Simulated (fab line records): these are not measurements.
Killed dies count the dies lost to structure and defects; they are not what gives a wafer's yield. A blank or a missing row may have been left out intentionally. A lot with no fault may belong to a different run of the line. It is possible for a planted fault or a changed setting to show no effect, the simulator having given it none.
Comparing a struck lot with a sound one || flow n5_finfet || 16 steps out of a route of 1938
Sound: wafers L493.3, L493.5, L493.6. Struck: wafers L498.2, L498.4, L498.6. The cause is named last.
Per side, at each step with rows, come the tool, then ch with its chambers, and then its first start. Under that, the readings that differ: sound wafers || struck wafers || difference of the means || sigmas: that difference in standard deviations of wafers without a fault.
alike: readings with means less than 2 such deviations apart, plus words and numbers identical on both sides. not compared: withheld readings, readings lacking a value on some wafer, bounds such as >300 that could conceal the same value, and numbers that have no deviation in the record and whose values overlap.
Wherever a step has rows on one side only, a row that says differs or no value, or a row with sigmas, the two part there. When numbers do not overlap yet have no deviation, they are printed without sigmas and do not part them. A reading that every wafer of one side lacks parts them only if that side has two wafers or more.

first, 5 steps without rows for these wafers: N5_SD_EPI_P_EBR_05; N5_SD_EPI_P_SOFTBAKE_04 (time 60 s); N5_SD_EPI_P_EXPOSE_06 (exposes mask SD P BLK, target cd 240 nm); N5_SD_EPI_P_PEB_07 (peb time 60 s); N5_SD_EPI_P_DEVELOP_08 (develop time 30 s).
N5_SD_EPI_P_CD_MEAS_09 targets a cd of 240 nm.
  sound on cd_sem-01 ch 0, day 4 22:15; struck on cd_sem-03 ch 0, day 6 02:25
  alike: cd_nm
N5_SD_EPI_P_OVL_MEAS_10:
  sound on overlay-01 ch 0, day 4 22:16; struck on overlay-02 ch 0, day 6 02:26
{"reading": "SD_P_BLK_OVL (nm)", "sound": "-0.2 -0.1 -0.8", "struck": "1.3 1.4 1.3", "difference": "+1.7", "sigmas": "+2"}
N5_SD_EPI_P_INSPECT_11: inspects for defects (macro).
  struck on defect_inspect-02, day 6 02:28; sound on defect_inspect-02, day 4 22:18
  alike: raw_defect_count
N5_SD_EPI_P_DESCUM_14: chemistry O2, time 7.9 s.
  sound on rie_diel-05 ch 2,3, day 4 22:20; struck on rie_diel-05 ch 0,1, day 6 02:30
  alike: drypump_motor_current_A, oes_product_au, rf_vpp_V, showerhead_plenum_p_Torr, throttle_valve_pct
  not compared: rf_hours_counter_h
N5_SD_EPI_P_ETCH_36: etches SiARC in CF4, target depth 45.5 nm, time 75.8 s.
  sound on rie_diel-05 ch 2,3, day 4 22:22; struck on rie_diel-05 ch 0,1, day 6 02:32
{"reading": "drypump_motor_current_A (A)", "sound": "5.1 5.1 5.1", "struck": "5.8 6.0 6.1", "difference": "+0.9", "sigmas": "+2"}
  alike: etch_rf_on_time_s, oes_product_au, rf_vpp_V, showerhead_plenum_p_Torr, throttle_valve_pct
  not compared: rf_hours_counter_h
N5_SD_EPI_P_ETCH_37: etches SOC in N2/H2, overetch 108 nm, time 486 s.
  sound on rie_diel-05 ch 2,3, day 4 22:25; struck on rie_diel-05 ch 0,1, day 6 02:35
  alike: drypump_motor_current_A, oes_product_au, rf_vpp_V, showerhead_plenum_p_Torr, throttle_valve_pct
  not compared: rf_hours_counter_h
then, 1 step without rows for these wafers: N5_SD_EPI_P_STRIP_38 (strips in N2/H2).
N5_SD_EPI_P_ETCHBACK_46: etches SiNx in CH3F/O2, stops on SiO2, target depth 17.5 nm.
  sound on rie_diel-05 ch 2,3, day 4 22:45; struck on rie_diel-05 ch 0,1, day 6 02:55
{"reading": "over_etch_frac", "sound": "0.3 0.3 0.3", "struck": "0.29055 0.29055 0.29055", "difference": -0.00945, "sigmas": ""}
  alike: drypump_motor_current_A, oes_product_au, rf_vpp_V, showerhead_plenum_p_Torr, throttle_valve_pct
  not compared: rf_hours_counter_h
N5_SD_EPI_P_ETCH_47: etches SiOCN in CH3F/O2, target depth 25 nm.
  sound on rie_diel-05 ch 2,3, day 4 22:51; struck on rie_diel-05 ch 0,1, day 6 03:01
{"reading": "drypump_motor_current_A (A)", "sound": "5.1 5.2 5.1", "struck": "5.8 6.1 6.1", "difference": "+0.9", "sigmas": "+2"}
  alike: oes_product_au, rf_vpp_V, showerhead_plenum_p_Torr, throttle_valve_pct
  not compared: rf_hours_counter_h
-- a jump in the record: the struck wafers' starts before and after are 4 days apart (it breaks off in module SD_EPI_P and resumes in module BEOL_M4, where the first step shown is number 1111 of the route) --
N5_BEOL_M4_RC_MEAS_101:
  sound on prober-01 ch 0, day 9 09:21; struck on prober-01 ch 0, day 10 11:53
  alike: DIBL_N, DIBL_P, IOFF_N, IOFF_P, ION_N, ION_P, SS_N, SS_P, VT_N, VT_P
-- here the record skips 4 days between the struck wafers' starts before and after, leaving off in module BEOL_M4 and picking up in module PASSIVATION (first step shown: number 1936 of the route) --
N5_PASSIVATION_PROBE_49:
  struck on prober-02, day 14 16:30; sound on prober-02, day 13 18:27
{"reading": "killed_at_M0_to_M3", "sound": "21 32 20", "struck": "70 48 45", "difference": "+30", "sigmas": "+3"}
  alike: defect_limited_yield, killed_at_M4_up, killed_at_contacts, killed_at_front_end, killed_at_other, killed_dies, killed_open, killed_short, sort_bin_4_leakage, sort_bin_5_function, sort_bin_6_memory, sort_n_pass, sort_yield_pct

== WHERE THEY PART ==
Last at N5_PASSIVATION_PROBE_49 as far as this record goes, first at N5_SD_EPI_P_OVL_MEAS_10.

WHY: what the simulator had put in
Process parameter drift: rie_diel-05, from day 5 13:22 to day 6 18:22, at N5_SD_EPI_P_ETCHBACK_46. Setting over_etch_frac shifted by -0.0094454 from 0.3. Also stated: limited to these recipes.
